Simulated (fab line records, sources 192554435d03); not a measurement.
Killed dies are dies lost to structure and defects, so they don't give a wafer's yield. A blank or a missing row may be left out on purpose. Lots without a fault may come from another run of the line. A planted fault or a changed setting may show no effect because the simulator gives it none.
Split-lot experiment | flow n5_finfet | 7 lots, 21 wafers read, on a route of 1938 steps

THE SPLIT
At N5_BEOL_M13_EXPOSE_25 (exposes mask M13, target cd 210 nm), the setting dose_mj was moved away from the recipe's 22 on 7 of the 21 wafers read, by -6.6% to +7.3%. The other wafers ran this setting at the recipe's value.

FROM THE SPLIT TO THE READING: what the file shows between them, 3 steps
- N5_BEOL_M13_PEB_26: peb time 90 s
- N5_BEOL_M13_DEVELOP_27: develop time 45 s
- N5_BEOL_M13_HARDBAKE_32: time 120 s

THE READING
cd_nm, in nm, at N5_BEOL_M13_CD_MEAS_28 (target cd 209.5 nm). Fault-free wafers of this fab line usually give 209.5 nm, standard deviation 1.6 nm.

wafer  | tool, chamber at the split | dose_mj as run | against the recipe | cd_nm, nm | against lot-mates on the recipe
L074.1 | krf_scanner-01, 0          | 23.06          | +4.8%              | 216.6     | +6.2
L074.4 | krf_scanner-01, 0          | 22             | recipe             | 210.3     | -
L074.5 | krf_scanner-01, 0          | 22             | recipe             | 210.4     | -
L075.3 | krf_scanner-01, 0          | 22             | recipe             | 210.0     | -
L075.4 | krf_scanner-01, 0          | 22             | recipe             | 210.3     | -
L075.5 | krf_scanner-01, 0          | 22             | recipe             | 209.5     | -
L085.2 | krf_scanner-01, 0          | 22             | recipe             | 210.1     | -
L085.3 | krf_scanner-01, 0          | 20.55          | -6.6%              | 202.5     | -7.6
L085.4 | krf_scanner-01, 0          | 20.55          | -6.6%              | 203.4     | -6.7
L086.2 | krf_scanner-02, 0          | 23.03          | +4.7%              | 213.4     | +4.9
L086.3 | krf_scanner-02, 0          | 22             | recipe             | 208.3     | -
L086.4 | krf_scanner-02, 0          | 22             | recipe             | 208.7     | -
L089.2 | krf_scanner-01, 0          | 21.54          | -2.1%              | 210.2     | -1.5
L089.4 | krf_scanner-01, 0          | 21.54          | -2.1%              | 209.3     | -2.4
L089.5 | krf_scanner-01, 0          | 22             | recipe             | 211.7     | -
L095.3 | krf_scanner-02, 0          | 22             | recipe             | 205.8     | -
L095.4 | krf_scanner-02, 0          | 22             | recipe             | 207.7     | -
L095.5 | krf_scanner-02, 0          | 22             | recipe             | 207.9     | -
L096.3 | krf_scanner-02, 0          | 23.61          | +7.3%              | 215.9     | +7.3
L096.5 | krf_scanner-02, 0          | 22             | recipe             | 208.3     | -
L096.6 | krf_scanner-02, 0          | 22             | recipe             | 208.9     | -

THE FIT
A straight line over all 21 wafers: cd_nm changes by +0.95 nm for each +1% of dose_mj; r = +0.88; the points scatter about the line by 1.6 nm.
The same after taking each lot's own level away (the mean of its wafers on the recipe; 21 wafers): +1.08 nm for each +1%; r = +0.99; scatter 0.55 nm.
On that fit, the largest move of dose_mj shifts the reading by 7.9 nm.
The lots' own levels span 207.13 to 211.70 nm, that is 2.9 times the standard deviation above.
So the lot-to-lot level changes the slope: the two fits differ.
Check: with one of the wafers moved furthest among these (+7.3%) left out of the fit, the line predicts +8.2 nm for it against its lot-mates. It came out at +7.3 nm against them.

OTHER SPLITS ON THESE WAFERS
These wafers also went through other splits before the reading. Each is held against what the fit with the lots' levels taken away leaves over:
other split on the same wafers   | wafers away from the commonest value | r with cd_nm (lot level and that fit taken away)
N5_BEOL_M8_TRENCH_ETCH_37 bias_w | 9                                    | +0.11
N5_BEOL_M11_PECVD_70 time_s      | 9                                    | +0.10
N5_BEOL_M11_COAT_60 spin_rpm     | 12                                   | -0.23
N5_BEOL_M12_COAT_04 spin_rpm     | 10                                   | +0.10
N5_BEOL_M12_ETCH_59 h2_flow_sccm | 4                                    | +0.07
N5_BEOL_M12_COAT_22 spin_rpm     | 8                                    | -0.08

THE WHOLE CHAIN: every reading that the file lists as answering this split, in the file's order
step                   | what it does             | reading                                                         | change (the file's fit)              | r (the file's)
N5_BEOL_M13_CD_MEAS_28 | target cd 209.5 nm       | cd_nm                                                           | +1.07 nm for each +1% of the setting | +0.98
N5_BEOL_M13_DESCUM_33  | chemistry O2, time 7.9 s | BEOL_M13.cd_nm (the simulator's own value, which no gauge read) | +1.08 nm for each +1% of the setting | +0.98

THE FILE'S OWN FIT
cd_nm changes by +1.07 nm for each +1% of dose_mj, r = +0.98.
